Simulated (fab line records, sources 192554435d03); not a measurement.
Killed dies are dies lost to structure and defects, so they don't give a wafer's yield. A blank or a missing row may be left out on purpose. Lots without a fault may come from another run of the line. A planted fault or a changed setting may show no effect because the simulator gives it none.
Chamber matching | flow n5_finfet | N5_FIN_SAQP_DESCUM_21 on rie_diel-05: 4 sister chambers
The step chemistry O2, time 7.9 s. 4 wafers are shown with their chamber, then 7 later ones without.

WAFERS WITH THEIR CHAMBER
wafer  | chamber | drypump_motor_current_A (A)
L088.1 | 3       | 6.3
L088.4 | 2       | 5.8
L094.2 | 0       | 5.8
L094.3 | 1       | 5.9

WAFERS WITHOUT THEIR CHAMBER
wafer  | drypump_motor_current_A (A)
L094.6 | 5.8
L095.2 | 5.9
L095.4 | 5.7
L095.5 | 5.8
L097.2 | 5.9
L097.3 | 6.3
L097.5 | 5.7

WHICH CHAMBER EACH WENT THROUGH
wafer  | from the rows above          | in truth
L094.6 | can't be placed: 0 or 2 or 1 | 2
L095.2 | can't be placed: 1 or 0 or 2 | 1
L095.4 | can't be placed: 0 or 2 or 1 | 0
L095.5 | can't be placed: 0 or 2 or 1 | 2
L097.2 | can't be placed: 1 or 0 or 2 | 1
L097.3 | 3                            | 3
L097.5 | can't be placed: 0 or 2 or 1 | 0
Placed correctly: 1 of 7. Can't be placed from these rows: 6 (the true chamber is among the candidates in 6). Placed wrongly: 0.
How it was worked out, from the rows above alone: a wafer's distance from a chamber is the root of the sum, over the readings, of the square of ((its reading less the chamber's mean) divided by the reading's scatter). The wafer belongs to the nearest chamber; if the next one is less than 2 further off, it can't be placed. A chamber's mean is the mean of its shown wafers. The scatter: with one shown wafer a chamber, the root of the mean of the squares of how far each hidden wafer lies from its nearest shown one.
